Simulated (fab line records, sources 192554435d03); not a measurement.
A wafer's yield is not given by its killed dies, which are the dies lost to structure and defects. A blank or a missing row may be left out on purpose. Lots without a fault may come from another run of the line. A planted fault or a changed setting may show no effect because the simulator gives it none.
fab line records	flow n5-finfet
[record] lots = 11	wafers = 30	last-day = 18
route steps=1938 shown BEOL_M7@1283
lots that met no fault: from a run of the same line without faults
start-h: hours from the record's first day to the start of the lot's first wafer shown	wait-h: hours elapsed since this lot's preceding step	" unchanged from the row above	L1.1+2: a single row standing in for several wafers	- no value, or no start was given	* or withheld: withheld	< > ~ a bound
route shown NAME@n: names a module that has steps shown in the file, with the first one's number in the route	usual: average and standard deviation across the fault-free wafers	same: alike in all rows	chamber/n: place in a boat	sites: per-site readings	_std_site: the values' standard deviation	_edge_site: the outer-site mean with the inner-site mean subtracted	radius-mm: for every site, how far away it sits from the centre of the wafer	mask NAME#n: copy n	behind: the last tool/chamber to shape the wafer	hold: the reason the lot was held/the length of the hold in hours/how it ended	device: which transistor (n, p or np) failed to switch	end of line: tests of these same wafers at the route's end	where a step has no rows: the recipe by itself	killed: at the first sort, the dies lost to defects and structure; wafer yield is something else	map: a wafer's dies, marking killed ones x, the rest . and places with no die _
set.NAME: the setting the step ran with; set.NAME@STEP: the setting that earlier step ran with	model.NAME: the simulator's own value behind a step, which no gauge read
the route's steps for a sample of lots (tables are steps, rows are wafers)
services: a tool's chamber out of use, with start hour (start-h, from the record's first day; less than 0 if before it), hours out, and reason
[[steps]]
[step N5_BEOL_M7_STRIP_67]
[recipe] chemistry = CF4	resist = SiARC	power-w = 300	bias-power-w = 75	pressure-mtorr = 50	cf4-flow-sccm = 150	rf-frequency-hz = 6e+07
[usual] drypump-motor-current-A = 5.63/0.28	oes-product-au = 0.81/0.099	rf-vpp-V = 271.1/1.6	showerhead-plenum-p-Torr = 1.79/0.054	throttle-valve-pct = 13.5/0.31
lot.wafer	tool	chamber	start-h	wait-h	drypump-motor-current-A	oes-product-au	rf-hours-counter-h	rf-vpp-V	showerhead-plenum-p-Torr	throttle-valve-pct
L283.3	rie-diel-04	0	228.34	0.0	5.70	0.72	198	271.2	1.77	13.9
L283.4	"	3	"	"	5.49	0.70	232	269.3	1.71	14.0
L283.5	"	3	"	"	5.49	0.70	-	268.2	1.71	14.0
L285.1	rie-diel-05	3	230.90	0.0	6.32	0.93	13	272.1	1.90	13.5
L285.2	"	2	"	"	5.83	0.73	168	271.0	1.78	13.5
L285.5	"	2	"	"	5.84	0.73	-	269.8	1.78	13.4
L284.3	rie-diel-02	0	231.60	0.0	5.29	0.72	196	269.1	1.73	13.8
L284.4	"	3	"	"	5.46	0.92	-	270.1	1.76	13.5
L284.6	"	2	"	"	5.67	0.97	-	273.5	1.83	13.1
L288.1	rie-diel-04	1	233.76	0.0	5.93	0.72	185	272.5	1.86	13.6
L288.3	"	2	"	"	5.76	0.93	6	270.8	1.76	13.2
L288.5	"	1	"	"	5.95	0.72	-	272.4	1.86	13.6
L291.1	rie-diel-04	0	243.63	0.0	5.70	0.72	201	270.1	1.77	13.9
L291.4	"	1	"	"	5.93	0.72	-	272.7	1.86	13.6
L291.5	"	3	"	"	5.49	0.70	-	269.8	1.70	14.0
L297.2	rie-diel-04	1	305.45	0.0	5.89	0.70	205	271.9	1.86	13.6
L297.3	"	0	"	"	5.69	0.70	219	270.1	1.76	14.0
L300.1	rie-diel-02	3	320.64	0.0	5.50	0.86	32	269.7	1.75	13.5
L300.5	"	1	"	"	5.81	0.90	-	273.3	1.82	13.1
L301.2	rie-diel-02	3	323.77	0.0	5.46	0.85	33	271.0	1.75	13.5
L301.4	"	1	"	"	5.82	0.89	18	271.6	1.82	13.1
L301.6	"	0	"	"	5.29	0.70	-	269.6	1.72	13.9
L303.2	rie-diel-04	1	330.80	0.0	5.92	0.69	216	273.2	1.85	13.7
L303.4	"	2	"	"	5.76	0.87	33	270.5	1.76	13.2
L304.4	rie-diel-04	2	331.83	0.0	5.79	0.86	34	270.8	1.76	13.2
L304.5	"	1	"	"	5.94	0.70	-	271.7	1.85	13.7
L304.6	"	0	"	"	5.69	0.70	-	271.9	1.76	14.0
L306.2	rie-diel-04	0	348.27	0.0	5.69	0.70	236	270.8	1.76	14.0
L306.3	"	3	"	"	5.49	0.94	9	273.0	1.91	13.5
L306.6	"	0	"	"	5.71	0.69	-	270.4	1.76	14.0
[step N5_BEOL_M7_STRIP_19]
[recipe] chemistry = O2	power-w = 400	temp-c = 40	pressure-mtorr = 30	rf-frequency-hz = 6e+07	bias-power-w = 0	overash-fraction = 0.2	o2-flow-sccm = 225
[usual] drypump-motor-current-A = 5.7/0.35	oes-product-au = 0.80/0.097	rf-vpp-V = 3.7/0.54	showerhead-plenum-p-Torr = 2.11/0.066	throttle-valve-pct = 16.58/0.24
lot.wafer	tool	chamber	start-h	wait-h	drypump-motor-current-A	oes-product-au	rf-hours-counter-h	rf-vpp-V	showerhead-plenum-p-Torr	throttle-valve-pct
L283.3	rie-diel-04	0	228.49	0.1	5.7	0.71	198	3.7	2.08	17.06
L283.4	"	2	"	"	5.8	0.95	5	3.6	2.05	16.21
L283.5	"	1	"	"	5.9	0.73	-	3.7	2.15	16.54
L285.1	rie-diel-05	1	231.06	0.1	5.1	0.84	51	3.4	2.14	16.47
L285.2	"	3	"	"	6.3	0.93	13	3.8	2.23	16.62
L285.5	"	1	"	"	5.1	0.83	-	4.2	2.14	16.48
L284.3	rie-diel-02	0	231.75	0.1	5.3	0.71	196	4.0	2.00	16.81
L284.4	"	3	"	"	5.5	0.93	-	3.2	2.04	16.60
L284.6	"	2	"	"	5.7	0.96	-	3.6	2.14	16.21
L288.1	rie-diel-05	3	233.92	0.1	6.3	0.92	14	3.3	2.22	16.62
L288.3	"	2	"	"	5.9	0.72	169	4.0	2.08	16.49
L288.5	"	0	"	"	5.3	0.73	-	4.4	2.06	16.55
L291.1	rie-diel-05	3	243.78	0.1	6.3	0.92	16	3.2	2.22	16.64
L291.4	"	2	"	"	5.9	0.71	170	4.2	2.08	16.48
L291.5	"	2	"	"	5.9	0.72	-	4.0	2.08	16.51
L297.2	rie-diel-05	2	305.60	0.1	5.9	0.71	188	3.8	2.07	16.53
L297.3	"	0	"	"	5.4	0.71	203	3.2	2.06	16.59
L300.1	rie-diel-05	1	320.79	0.1	5.1	0.81	75	3.9	2.13	16.52
L300.5	"	2	"	"	5.9	0.70	-	3.0	2.07	16.53
L301.2	rie-diel-05	3	323.93	0.1	6.3	0.88	39	4.0	2.22	16.66
L301.4	"	0	"	"	5.3	0.70	209	3.7	2.05	16.60
L301.6	"	1	"	"	5.1	0.80	-	3.7	2.13	16.54
L303.2	rie-diel-02	1	330.96	0.1	5.8	0.90	22	4.0	2.16	16.35
L303.4	"	2	"	"	5.7	0.87	36	3.7	2.13	16.27
L304.4	rie-diel-04	1	332.33	0.4	5.9	0.71	216	3.6	2.14	16.60
L304.5	"	3	"	"	5.5	0.98	-	3.9	2.24	16.70
L304.6	"	0	"	"	5.7	0.69	-	4.2	2.07	17.13
L306.2	rie-diel-02	0	348.56	0.2	5.3	0.68	240	3.4	1.98	16.88
L306.3	"	3	"	"	5.4	0.85	44	3.7	2.03	16.66
L306.6	"	1	"	"	5.8	0.88	-	2.5	2.15	16.36
[step N5_BEOL_M7_VIA_ETCH_34]
[recipe] chemistry = C4F6/O2	target = SiCOH_lowk	target-depth-a = 1255	mask-material = SOC	taper-deg = 4	time-s = 50.5	ion-energy-ev = 250	pressure-mtorr = 30	source-w = 345	bias-w = 185	Ar_flow_sccm = 300	C4F6_flow_sccm = 10	O2_flow_sccm = 10
[usual] drypump-motor-current-A = 5.68/0.29	oes-product-au = 0.79/0.1	rf-fwd-power-W = 341.5/1.6	rf-vpp-V = 671/7.5	showerhead-plenum-p-Torr = 2.85/0.096	throttle-valve-pct = 20.87/0.23
lot.wafer	tool	chamber	start-h	wait-h	drypump-motor-current-A	oes-product-au	rf-fwd-power-W	rf-hours-counter-h	rf-vpp-V	showerhead-plenum-p-Torr	throttle-valve-pct
L283.3	rie-diel-04	2	229.40	0.0	5.77	0.95	342.9	5	660	2.82	20.64
L283.4	"	1	"	"	5.94	0.72	340.9	184	674	2.95	20.85
L283.5	"	2	"	"	5.79	0.95	341.4	-	662	2.82	20.63
L285.1	rie-diel-04	2	231.95	0.0	5.74	0.95	341.2	6	661	2.82	20.63
L285.2	"	0	"	"	5.70	0.69	341.4	199	678	2.83	21.30
L285.5	"	0	"	"	5.70	0.69	340.3	-	677	2.83	21.29
L284.3	rie-diel-04	2	232.62	0.0	5.79	0.95	340.3	6	660	2.82	20.63
L284.4	"	1	"	"	5.91	0.72	341.0	184	673	2.95	20.86
L284.6	"	0	"	"	5.67	0.70	341.9	-	676	2.83	21.30
L288.1	rie-diel-04	1	235.70	0.0	5.92	0.75	423.5	185	604	2.95	20.86
L288.3	"	0	"	"	5.69	0.69	342.9	199	677	2.83	21.31
L288.5	"	3	"	"	5.49	0.70	337.7	-	676	2.68	21.12
L291.1	rie-diel-04	0	244.46	0.0	5.69	0.70	341.9	201	676	2.83	21.32
L291.4	"	3	"	"	5.52	0.70	338.8	-	674	2.68	21.14
L291.5	"	1	"	"	5.93	0.75	423.7	-	605	2.95	20.86
L297.2	rie-diel-02	0	308.82	0.0	5.29	0.69	341.6	221	672	2.68	20.87
L297.3	"	2	"	"	5.68	0.89	341.4	26	673	2.91	20.63
L300.1	rie-diel-02	2	322.62	0.0	5.70	0.88	339.1	32	671	2.91	20.61
L300.5	"	1	"	"	5.84	0.89	343.7	-	667	2.92	20.55
L301.2	rie-diel-04	1	326.44	0.0	5.94	0.70	340.6	213	673	2.94	20.90
L301.4	"	3	"	"	5.49	1.00	339.7	0	685	3.01	20.86
L301.6	"	1	"	"	5.94	0.70	339.5	-	674	2.94	20.89
L303.2	rie-diel-02	1	333.09	0.0	5.83	0.88	342.2	23	665	2.92	20.56
L303.4	"	3	"	"	5.53	0.86	342.0	37	667	2.77	20.94
L304.4	rie-diel-04	3	335.85	0.0	5.49	0.98	339.2	4	685	3.01	20.87
L304.5	"	3	"	"	5.49	0.97	338.3	-	685	3.01	20.87
L304.6	"	2	"	"	5.76	0.87	343.5	-	662	2.80	20.67
L306.2	rie-diel-04	1	350.74	0.0	5.91	0.69	339.0	223	674	2.93	20.89
L306.3	"	0	"	"	5.68	0.66	342.2	237	676	2.81	21.36
L306.6	"	1	"	"	5.91	0.68	340.0	-	674	2.93	20.90
[step N5_BEOL_M7_PRE_CLEAN_45]
[recipe] gas = H2/He	time-s = 30	temp-c = 250
[usual] heater-power-w = 336/33
lot.wafer	tool	chamber	start-h	wait-h	heater-power-w
L283.3	pvd-sputter-03	-	230.50	0.0	376
L283.4	"	-	"	"	328
L283.5	"	-	"	"	328
L285.1	pvd-sputter-01	-	232.94	0.0	313
L285.2	"	-	"	"	261
L285.5	"	-	"	"	317
L284.3	pvd-sputter-02	-	235.83	0.0	336
L284.4	"	-	"	"	331
L284.6	"	-	"	"	305
L288.1	pvd-sputter-02	-	236.53	0.0	344
L288.3	"	-	"	"	310
L288.5	"	-	"	"	344
L291.1	pvd-sputter-03	-	245.26	0.0	366
L291.4	"	-	"	"	322
L291.5	"	-	"	"	340
L297.2	pvd-sputter-03	-	310.09	0.0	321
L297.3	"	-	"	"	366
L300.1	pvd-sputter-01	-	323.71	0.0	392
L300.5	"	-	"	"	397
L301.2	pvd-sputter-01	-	327.83	0.0	322
L301.4	"	-	"	"	270
L301.6	"	-	"	"	315
L303.2	pvd-sputter-02	-	334.95	0.0	327
L303.4	"	-	"	"	330
L304.4	pvd-sputter-03	-	336.94	0.0	336
L304.5	"	-	"	"	385
L304.6	"	-	"	"	332
L306.2	pvd-sputter-02	-	353.26	0.0	326
L306.3	"	-	"	"	327
L306.6	"	-	"	"	295
[[services]]
tool	chamber	start-h	hours	kind
rie-diel-02	2	206.43	-	clean
rie-diel-02	2	206.43	-	consumable-replace:focus-ring
rie-diel-02	2	206.43	20.5	scheduled-down
rie-diel-02	2	206.43	20.5	vent-cycle
pvd-sputter-02	-	207.13	4.6	repair
rie-diel-04	0	207.73	1.7	repair
rie-diel-02	1	228.55	-	clean
rie-diel-02	1	228.55	-	consumable-replace:focus-ring
rie-diel-02	1	228.55	24.3	scheduled-down
rie-diel-02	1	228.55	24.3	vent-cycle
pvd-sputter-03	-	239.40	1.2	repair
rie-diel-04	2	240.24	10.5	repair
rie-diel-02	-	257.01	2.8	pm
rie-diel-02	3	261.30	17.6	repair
rie-diel-04	3	301.26	-	clean
rie-diel-04	3	301.26	-	consumable-replace:focus-ring
rie-diel-04	3	301.26	-	consumable-replace:showerhead
rie-diel-04	3	301.26	23.8	scheduled-down
rie-diel-04	3	301.26	23.8	vent-cycle
rie-diel-02	1	307.24	11.4	repair
rie-diel-05	-	330.98	14.6	pm
pvd-sputter-01	-	352.83	2.6	repair
[[key]]
[first-sign] step = N5_BEOL_M7_VIA_ETCH_34	reading = rf-fwd-power-W	direction = up	sigmas = 53	usual = *	struck = *
[effect] step = N5_BEOL_M7_VIA_ETCH_34	reading = rf-vpp-V	direction = down	sigmas = 8.8	usual = 671	struck = 605
met-at N5_BEOL_M7_VIA_ETCH_34
struck-lots L288,L291
struck-wafers L288.1,L291.5
not-acting-at N5_BEOL_M7_STRIP_67,N5_BEOL_M7_STRIP_19,N5_BEOL_M7_PRE_CLEAN_45
onset-between 232.62 235.70
[fault] kind = process-parameter-drift	tool = rie-diel-04	chamber = 1	onset-h = 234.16	steps = N5_BEOL_M7_VIA_ETCH_34	channel = source-w	offset = 82.8	shape = step	end-h = 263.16	acts-in = these-recipes-only	stated = 345
